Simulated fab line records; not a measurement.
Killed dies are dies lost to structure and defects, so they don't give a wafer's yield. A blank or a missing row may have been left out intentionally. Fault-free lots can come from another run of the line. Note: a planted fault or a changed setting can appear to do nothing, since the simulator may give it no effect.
fab line records	flow nand-harc
record lots=11	wafers=33	last-day=26
route steps=1159 shown A_CHANNEL_HOLE_D1@467 END@1159
lots with no fault: from the same line, run without faults
start-h: hours from the record's first day to the start of the lot's first wafer shown	wait-h: hours from the lot's prior step to this one	" as in the row above	L1.1+2: several wafers, shown together as one row	- value missing, or start not given	* or withheld: withheld	< > ~ a bound
route shown NAME@n: NAME is a module with steps in the file, n the number in the route of the first one	usual: average and standard deviation across the fault-free wafers	same: alike in all rows	chamber/n: place in a boat	sites: the reading at each site	_std_site: the standard deviation of these	_edge_site: the outer-site mean with the inner-site mean subtracted	radius-mm: how far each site lies from the wafer's centre	mask NAME#n: copy n	behind: tool/chamber where the wafer was last shaped	hold: cause of the lot's hold/its duration in hours/its outcome	device: which transistor (n, p or np) failed to switch	end of line: tests of these same wafers at the route's end	step lacking rows: just its recipe	killed: count of dies lost to structure and defects at first sort (not the wafer's yield)	map: the dies of a wafer, with x for killed, . for not killed, _ for no die there
set.NAME: setting as actually run; set.NAME@STEP: the setting as run at that earlier step	model.NAME: the simulator's own value behind a step, which no gauge read
a sample of lots followed through the steps of the route, with each step as a table and each wafer as a row
services: when a tool's chamber went out of use (start-h, in hours from the record's first day, below 0 if earlier), for how many hours, and the reason
## steps
# step NHARC_A_CHANNEL_HOLE_D1_ETCH_39
# recipe target-depth-a=2600	over-etch-frac=0.3	time-s=325	ion-energy-ev=200	n2-flow-sccm=150	h2-flow-sccm=150	ar-flow-sccm=0	rf-w=400	bias-w=150	chemistry=N2/H2
# usual drypump-motor-current-A=5.8/0.5	oes-product-au=0.995/0.014	rf-fwd-power-W=399.2/1.2	rf-vpp-V=432.0/2.6	showerhead-plenum-p-Torr=2.10/0.085	throttle-valve-pct=14.171/0.0089
lot.wafer	tool	chamber	start-h	wait-h	drypump-motor-current-A	oes-product-au	rf-fwd-power-W	rf-hours-counter-h	rf-vpp-V	showerhead-plenum-p-Torr	throttle-valve-pct
L353.3	rie-diel-09	2	-	-	6.2	0.986	398.7	6	434.2	2.16	14.159
L353.1	"	1	"	"	6.6	0.988	399.4	6	432.2	2.12	14.162
L353.6	"	3	"	"	5.5	1.006	398.4	-	434.7	2.16	14.165
L354.4	rie-diel-09	0	-	-	5.3	0.983	400.5	7	433.1	2.13	14.174
L354.3	"	2	"	"	6.2	0.989	399.5	7	434.4	2.16	14.169
L354.5	"	0	"	"	5.3	0.995	400.0	-	432.3	2.13	14.167
L361.3	rie-diel-09	2	-	-	6.2	0.988	399.0	9	434.5	2.16	14.182
L361.6	"	3	"	"	5.5	0.995	398.4	-	433.7	2.16	14.179
L361.5	"	0	"	"	5.3	0.983	398.3	-	433.4	2.13	14.177
L362.1	rie-diel-09	0	-	-	5.3	0.994	401.2	10	435.3	2.13	14.185
L362.3	"	3	"	"	5.5	1.002	398.9	9	434.6	2.16	14.168
L362.5	"	1	"	"	6.6	0.971	400.7	-	431.6	2.12	14.185
L367.2	rie-diel-09	0	-	-	5.3	0.966	400.6	0	434.2	2.13	14.162
L367.1	"	1	"	"	6.6	1.005	397.5	0	432.3	2.12	14.164
L367.6	"	1	"	"	6.6	0.993	397.9	-	433.5	2.12	14.184
L369.1	rie-diel-05	2	-	-	6.3	1.009	400.5	6	433.4	2.12	14.182
L369.3	"	3	"	"	5.0	1.018	398.7	6	432.4	2.13	14.174
L369.6	"	2	"	"	6.4	1.000	399.4	-	432.2	2.12	14.169
L371.2	rie-diel-05	1	-	-	6.3	1.006	399.9	6	432.9	2.16	14.177
L371.3	"	3	"	"	5.0	1.017	399.0	7	433.5	2.13	14.157
L371.5	"	1	"	"	6.3	0.996	398.7	-	432.0	2.16	14.168
L372.4	rie-diel-09	0	-	-	5.3	0.980	398.7	2	433.8	2.13	14.178
L372.5	"	2	"	"	6.2	0.991	399.1	-	433.0	2.16	14.166
L372.6	"	3	"	"	5.5	0.987	400.3	-	433.3	2.16	14.179
L374.4	rie-diel-09	0	-	-	5.3	0.986	399.3	3	435.6	2.13	14.172
L374.1	"	1	"	"	6.6	0.996	398.8	3	431.7	2.11	14.189
L374.2	"	2	"	"	6.2	0.981	399.7	3	434.5	2.16	14.175
L375.3	rie-diel-05	3	-	-	5.0	1.015	400.0	8	433.5	2.13	14.154
L375.6	"	0	"	"	5.6	1.021	398.8	-	427.2	1.92	14.175
L375.5	"	2	"	"	6.3	1.014	399.4	-	431.6	2.12	14.171
L376.2	rie-diel-09	3	-	-	5.5	0.993	398.7	4	432.8	2.16	14.168
L376.1	"	1	"	"	6.6	0.990	399.2	4	433.7	2.11	14.169
L376.6	"	2	"	"	6.2	0.976	398.9	-	433.3	2.16	14.168
# step NHARC_A_CHANNEL_HOLE_D1_ETCH_23
# recipe bias-v=5000	source-w=withheld	pressure-mtorr=20	time-s=819	ar-flow-sccm=375	c4f8-flow-sccm=89.3	o2-flow-sccm=35.7	temp-c=-20	target-depth-a=16000	chemistry=C4F8/O2/Ar
# usual drypump-motor-current-A=5.9/0.46	showerhead-plenum-p-Torr=3.73/0.14	throttle-valve-pct=32.155/0.0099
lot.wafer	tool	chamber	start-h	wait-h	drypump-motor-current-A	rf-hours-counter-h	showerhead-plenum-p-Torr	throttle-valve-pct
L353.1	har-etch-01	0	179.72	0.5	5.5	187	3.78	32.169
L353.3	"	1	"	"	5.6	-	3.83	32.169
L353.6	"	0	"	"	5.5	-	3.78	32.150
L354.4	har-etch-01	1	186.52	0.5	5.6	-	3.83	32.153
L354.3	"	0	"	"	5.5	-	3.78	32.143
L354.5	"	0	"	"	5.5	-	3.78	32.152
L361.3	har-etch-01	0	221.35	0.5	5.5	-	3.77	32.156
L361.6	"	0	"	"	5.5	-	3.77	32.153
L361.5	"	1	"	"	5.6	-	3.82	32.156
L362.1	har-etch-01	1	233.79	0.5	5.5	209	3.81	32.164
L362.3	"	1	"	"	5.6	-	3.81	32.166
L362.5	"	0	"	"	5.5	-	3.77	32.142
L367.1	har-etch-02	0	266.80	0.5	5.7	139	3.50	32.153
L367.2	"	1	"	"	6.7	139	3.85	32.148
L367.6	"	0	"	"	5.7	-	3.50	32.146
L369.1	har-etch-02	0	274.26	0.5	5.7	143	3.50	32.149
L369.3	"	0	"	"	5.7	-	3.50	32.151
L369.6	"	0	"	"	5.7	-	3.50	32.142
L371.2	har-etch-01	0	298.37	0.5	5.5	238	3.75	32.168
L371.3	"	0	"	"	5.5	-	3.75	32.175
L371.5	"	0	"	"	5.5	-	3.75	32.178
L372.4	har-etch-02	1	298.86	0.5	6.7	-	3.85	32.132
L372.6	"	0	"	"	5.7	-	3.50	32.143
L372.5	"	1	"	"	6.7	-	3.85	32.155
L374.2	har-etch-01	1	302.54	0.5	5.5	242	3.80	32.157
L374.1	"	0	"	"	5.5	242	3.75	32.151
L374.4	"	0	"	"	5.5	-	3.75	32.152
L375.3	har-etch-02	1	308.61	0.5	6.7	-	3.84	32.165
L375.5	"	1	"	"	6.7	-	3.85	32.157
L375.6	"	0	"	"	5.7	-	3.50	32.156
L376.2	har-etch-02	0	323.42	0.5	5.7	169	3.49	32.141
L376.1	"	1	"	"	6.6	169	3.84	32.152
L376.6	"	1	"	"	6.6	-	3.84	32.158
# step NHARC_A_CHANNEL_HOLE_D1_ETCH_33
# recipe bias-v=400	source-w=2000	pressure-mtorr=25	time-s=90	ar-flow-sccm=375	c4f8-flow-sccm=41.7	o2-flow-sccm=83.3	temp-c=-20	target-depth-a=4000	chemistry=C4F8/O2/Ar
# usual drypump-motor-current-A=5.9/0.46	rf-fwd-power-W=1986/6.4	showerhead-plenum-p-Torr=3.77/0.14	throttle-valve-pct=27.621/0.0084
lot.wafer	tool	chamber	start-h	wait-h	drypump-motor-current-A	rf-fwd-power-W	rf-hours-counter-h	showerhead-plenum-p-Torr	throttle-valve-pct
L353.1	har-etch-01	0	182.28	0.2	5.5	1986	190	3.82	27.623
L353.3	"	1	"	"	5.6	1983	-	3.87	27.645
L353.6	"	0	"	"	5.5	1982	-	3.82	27.609
L354.4	har-etch-01	1	188.90	0.2	5.6	1981	-	3.87	27.616
L354.3	"	0	"	"	5.5	1984	-	3.82	27.619
L354.5	"	0	"	"	5.5	1986	-	3.82	27.624
L361.3	har-etch-01	0	223.72	0.2	5.5	2001	-	3.81	27.626
L361.6	"	0	"	"	5.5	1997	-	3.81	27.620
L361.5	"	1	"	"	5.6	1989	-	3.86	27.611
L362.1	har-etch-01	1	236.36	0.2	5.6	1988	211	3.86	27.624
L362.3	"	1	"	"	5.6	1985	-	3.86	27.631
L362.5	"	0	"	"	5.5	1990	-	3.81	27.623
L367.1	har-etch-02	0	269.35	0.2	5.7	1987	142	3.54	27.631
L367.2	"	1	"	"	6.7	1981	142	3.90	27.625
L367.6	"	0	"	"	5.6	1985	-	3.54	27.618
L369.1	har-etch-02	0	276.72	0.2	5.7	1975	145	3.53	27.612
L369.3	"	0	"	"	5.7	1983	-	3.53	27.619
L369.6	"	0	"	"	5.7	1989	-	3.53	27.620
L371.2	har-etch-01	0	300.92	0.2	5.5	1998	241	3.79	27.624
L371.3	"	0	"	"	5.5	1991	-	3.79	27.614
L371.5	"	0	"	"	5.5	1998	-	3.79	27.615
L372.4	har-etch-02	1	301.18	0.2	6.6	1980	-	3.89	27.617
L372.6	"	0	"	"	5.7	1987	-	3.53	27.636
L372.5	"	1	"	"	6.6	1986	-	3.89	27.625
L374.2	har-etch-01	1	305.07	0.2	5.6	1985	245	3.84	27.634
L374.1	"	0	"	"	5.5	1989	245	3.79	27.602
L374.4	"	0	"	"	5.5	1994	-	3.79	27.632
L375.3	har-etch-02	1	310.97	0.2	6.7	1989	-	3.89	27.621
L375.5	"	1	"	"	6.7	1985	-	3.89	27.619
L375.6	"	0	"	"	5.7	1978	-	3.53	27.624
L376.2	har-etch-02	0	325.96	0.2	5.7	1980	171	3.52	27.618
L376.1	"	1	"	"	6.6	1978	171	3.88	27.622
L376.6	"	1	"	"	6.6	1983	-	3.88	27.623
# step NHARC_A_CHANNEL_HOLE_D1_ETCH_44
# recipe target-depth-a=1400	overetch-a=140	time-s=77	ion-energy-ev=100	cf4-flow-sccm=80	o2-flow-sccm=20	ar-flow-sccm=0	rf-w=300	bias-w=100	chemistry=CF4/O2
# usual drypump-motor-current-A=5.9/0.49	oes-product-au=0.998/0.012	rf-fwd-power-W=297.5/1.3	rf-vpp-V=198.2/1.5	showerhead-plenum-p-Torr=1.35/0.061	throttle-valve-pct=13.397/0.0093
lot.wafer	tool	chamber	start-h	wait-h	drypump-motor-current-A	oes-product-au	rf-fwd-power-W	rf-hours-counter-h	rf-vpp-V	showerhead-plenum-p-Torr	throttle-valve-pct
L353.3	rie-diel-05	2	183.07	0.1	6.4	0.994	299.4	0	198.4	1.38	13.400
L353.1	"	1	"	"	6.3	1.004	297.1	0	199.8	1.41	13.389
L353.6	"	2	"	"	6.3	0.985	299.7	-	198.8	1.38	13.397
L354.4	rie-diel-06	3	189.59	0.1	6.0	0.987	297.3	8	195.5	1.25	13.383
L354.3	"	0	"	"	6.4	0.990	295.6	9	198.6	1.36	13.399
L354.5	"	2	"	"	5.6	1.007	297.0	-	197.4	1.34	13.397
L361.3	rie-diel-06	2	224.41	0.1	5.6	1.005	297.7	11	198.1	1.34	13.406
L361.5	"	0	"	"	6.4	0.989	295.2	-	198.6	1.36	13.393
L361.6	"	1	"	"	5.9	0.994	299.9	-	195.6	1.25	13.382
L362.3	rie-diel-05	0	237.11	0.1	5.6	1.023	297.4	2	197.3	1.26	13.420
L362.1	"	3	"	"	5.0	1.011	298.6	2	199.5	1.39	13.401
L362.5	"	0	"	"	5.5	1.012	295.6	-	195.8	1.26	13.386
L367.2	rie-diel-05	0	270.60	0.5	5.6	1.009	297.8	4	195.1	1.26	13.396
L367.1	"	2	"	"	6.3	1.000	297.5	6	200.2	1.38	13.410
L367.6	"	2	"	"	6.3	0.993	297.3	-	198.7	1.38	13.397
L369.1	rie-diel-09	1	277.44	0.1	6.5	1.012	297.0	1	196.9	1.38	13.403
L369.3	"	3	"	"	5.5	0.981	296.6	1	200.6	1.41	13.395
L369.6	"	1	"	"	6.6	0.999	297.0	-	198.8	1.38	13.380
L371.2	rie-diel-06	3	301.67	0.1	6.0	1.003	297.3	2	196.7	1.25	13.366
L371.3	"	0	"	"	6.4	0.988	297.4	2	198.5	1.36	13.394
L371.5	"	3	"	"	6.0	0.995	297.7	-	194.4	1.25	13.414
L372.5	rie-diel-05	3	301.89	0.1	5.0	1.012	299.1	-	197.7	1.39	13.396
L372.6	"	0	"	"	5.5	1.022	298.8	-	196.2	1.26	13.405
L372.4	"	2	"	"	6.3	1.004	298.3	-	199.2	1.38	13.388
L374.1	rie-diel-06	1	305.82	0.1	5.9	0.995	299.1	2	197.3	1.25	13.394
L374.2	"	2	"	"	5.6	0.984	295.7	2	199.6	1.34	13.398
L374.4	"	0	"	"	6.4	0.995	296.3	2	198.6	1.36	13.401
L375.3	rie-diel-09	0	312.13	0.5	5.3	0.988	298.3	3	198.5	1.39	13.402
L375.5	"	2	"	"	6.2	0.998	299.8	-	200.5	1.41	13.396
L375.6	"	3	"	"	5.5	1.004	297.1	-	198.4	1.41	13.405
L376.1	rie-diel-09	2	326.71	0.1	6.2	0.978	296.2	5	199.4	1.41	13.400
L376.2	"	3	"	"	5.5	0.989	298.1	5	201.5	1.41	13.416
L376.6	"	1	"	"	6.6	0.997	295.8	-	199.5	1.38	13.382
# step NHARC_A_CHANNEL_HOLE_D1_INSPECT_40
# usual raw-defect-count=65/16
lot.wafer	tool	chamber	start-h	wait-h	raw-defect-count
L353.1	defect-inspect-02	-	184.18	-	81
L353.3	"	-	"	"	78
L353.6	"	-	"	"	86
L354.3	defect-inspect-02	-	190.57	-	53
L354.4	"	-	"	"	71
L354.5	"	-	"	"	95
L361.3	defect-inspect-01	-	225.38	-	546
L361.5	"	-	"	"	93
L361.6	"	-	"	"	546
L362.1	defect-inspect-01	-	238.16	-	67
L362.3	"	-	"	"	75
L362.5	"	-	"	"	581
L367.1	defect-inspect-01	-	271.71	-	43
L367.2	"	-	"	"	60
L367.6	"	-	"	"	63
L369.1	defect-inspect-01	-	278.42	-	66
L369.3	"	-	"	"	52
L369.6	"	-	"	"	71
L371.2	defect-inspect-01	-	302.66	-	78
L371.3	"	-	"	"	81
L371.5	"	-	"	"	74
L372.4	defect-inspect-01	-	302.99	-	41
L372.5	"	-	"	"	52
L372.6	"	-	"	"	90
L374.1	defect-inspect-01	-	306.79	-	98
L374.2	"	-	"	"	96
L374.4	"	-	"	"	72
L375.3	defect-inspect-01	-	313.11	-	75
L375.5	"	-	"	"	55
L375.6	"	-	"	"	52
L376.1	defect-inspect-02	-	327.71	-	77
L376.2	"	-	"	"	65
L376.6	"	-	"	"	38
# step NHARC_END_SORT_01
# recipe temp-c=25
# usual killed-at-array=27/12	killed-at-other=0.9/1.1	killed-at-periphery=3.2/2.4	killed-dies=31/12	killed-open=3.3/1.7	killed-short=2.0/1.6
# same gross-dies=677
lot.wafer	tool	chamber	start-h	wait-h	killed-at-array	killed-at-other	killed-at-periphery	killed-dies	killed-open	killed-short
L361.3	prober-01	0	557.42	3.1	90	0	4	94	4	1
L361.5	prober-01	0	559.03	3.7	20	1	4	25	4	1
L361.6	prober-01	0	559.83	4.0	91	0	5	96	3	1
L362.1	prober-01	0	571.41	2.5	19	1	4	24	2	1
L362.3	prober-01	0	572.98	3.1	22	1	6	29	6	1
L362.5	prober-01	0	574.55	3.6	91	2	2	95	2	3
# killed by level:class
L361.3 A_CHANNEL_HOLE_D1:unspecified=79 A_CHANNEL_HOLE_D1:chamber-film-flake=3 P_CONTACT:chamber-film-flake=2 A_STAIRCASE:chamber-film-flake=2 P_CONTACT:geometric-particle:open=1 A_SOURCE_PLATE:geometric-particle:open=1 A_CHANNEL_HOLE_D1:geometric-particle:short=1 A_CHANNEL_HOLE_D1:geometric-particle:open=1
L361.5 A_CHANNEL_HOLE_D1:chamber-film-flake=13 A_WL_FILL:chamber-film-flake=3 P_M1:chamber-film-flake=2 P_CONTACT:geometric-particle:open=1 A_SOURCE_PLATE:geometric-particle:open=1 A_SGD_CUT:geometric-particle:open=1 A_WL_FILL:geometric-particle:short=1 P_CONTACT:chamber-film-flake=1
L361.6 A_CHANNEL_HOLE_D1:unspecified=79 A_CHANNEL_HOLE_D1:chamber-film-flake=5 P_M1:chamber-film-flake=4 P_CONTACT:geometric-particle:open=1 A_CONTACT:geometric-particle:open=1 A_M0:geometric-particle:short=1 A_M1:geometric-particle:open=1 A_CONTACT:chamber-film-flake=1
L362.1 A_CHANNEL_HOLE_D1:chamber-film-flake=12 P_STI:chamber-film-flake=2 A_STAIRCASE:chamber-film-flake=2 P_M0:geometric-particle:open=1 A_SLIT:geometric-particle:open=1 A_CONTACT:geometric-particle:short=1 P_ZERO_WELL:chamber-film-flake=1 A_ZERO_WELL:chamber-film-flake=1
L362.3 A_CHANNEL_HOLE_D1:chamber-film-flake=16 P_CONTACT:geometric-particle:open=2 P_M0:geometric-particle:open=2 P_STI:chamber-film-flake=2 A_ZERO_WELL:chamber-film-flake=2 A_CONTACT:chamber-film-flake=2 A_CHANNEL_FILL_D1:geometric-particle:short=1 A_M1:geometric-particle:open=1
L362.5 A_CHANNEL_HOLE_D1:unspecified=80 A_CHANNEL_HOLE_D1:chamber-film-flake=5 A_CONTACT:chamber-film-flake=2 THIN_TSV:chamber-film-flake=2 P_CONTACT:geometric-particle:open=1 A_ONON_D1:geometric-particle:short=1 A_SGD_CUT:geometric-particle:short=1 A_WL_FILL:geometric-particle:open=1
## services
tool	chamber	start-h	hours	kind
rie-diel-09	0	159.62	-	clean
rie-diel-09	1	159.62	-	clean
rie-diel-09	2	159.62	-	clean
rie-diel-09	3	159.62	-	clean
rie-diel-05	-	163.60	9.0	pm
rie-diel-06	-	178.28	0.2	repair
rie-diel-05	3	180.60	3.5	repair
rie-diel-09	0	184.12	-	clean
rie-diel-09	2	203.33	9.9	repair
rie-diel-09	3	205.37	12.2	repair
har-etch-01	-	226.55	1.2	repair
rie-diel-06	-	239.30	0.7	repair
rie-diel-06	-	241.20	9.0	pm
rie-diel-05	0	246.01	4.7	repair
rie-diel-09	-	254.10	9.0	pm
rie-diel-05	1	262.10	17.3	repair
rie-diel-05	1	298.42	10.8	repair
har-etch-01	-	305.26	17.0	pm
har-etch-01	0	305.26	17.0	vent-cycle
har-etch-01	1	305.26	17.0	vent-cycle
har-etch-01	0	322.26	-	clean
har-etch-01	0	322.26	-	consumable-replace:focus-ring
har-etch-01	1	322.26	-	clean
har-etch-01	1	322.26	-	consumable-replace:focus-ring
## key
first-sign step=NHARC_A_CHANNEL_HOLE_D1_INSPECT_40	reading=raw-defect-count	direction=up	sigmas=31	usual=65	struck=558
effect step=NHARC_END_SORT_01	reading=killed-dies	direction=up	sigmas=5.5	usual=31	struck=95
more-kills-born-at NHARC_A_CHANNEL_HOLE_D1_ETCH_23@har-etch-01=209
met-at NHARC_A_CHANNEL_HOLE_D1_ETCH_23
struck-lots L361,L362
struck-wafers L361.3,L361.6,L362.5
tester-left-out L361,L362
not-acting-at NHARC_A_CHANNEL_HOLE_D1_ETCH_39,NHARC_A_CHANNEL_HOLE_D1_ETCH_33,NHARC_A_CHANNEL_HOLE_D1_ETCH_44
onset-between 186.52 221.35
fault kind=chamber-particle-source	tool=har-etch-01	chamber=0	onset-h=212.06	steps=NHARC_A_CHANNEL_HOLE_D1_ETCH_23	rate-per-visit-cm2=0.72456	end-h=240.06
# tester-left-out: of these lots the tester's yield and bins aren't shown, on N5 and GAA mostly nor the transistor test; their killed dies are dies lost to structure and defects alone, not to doping, threshold or leakage, so they don't give the yield
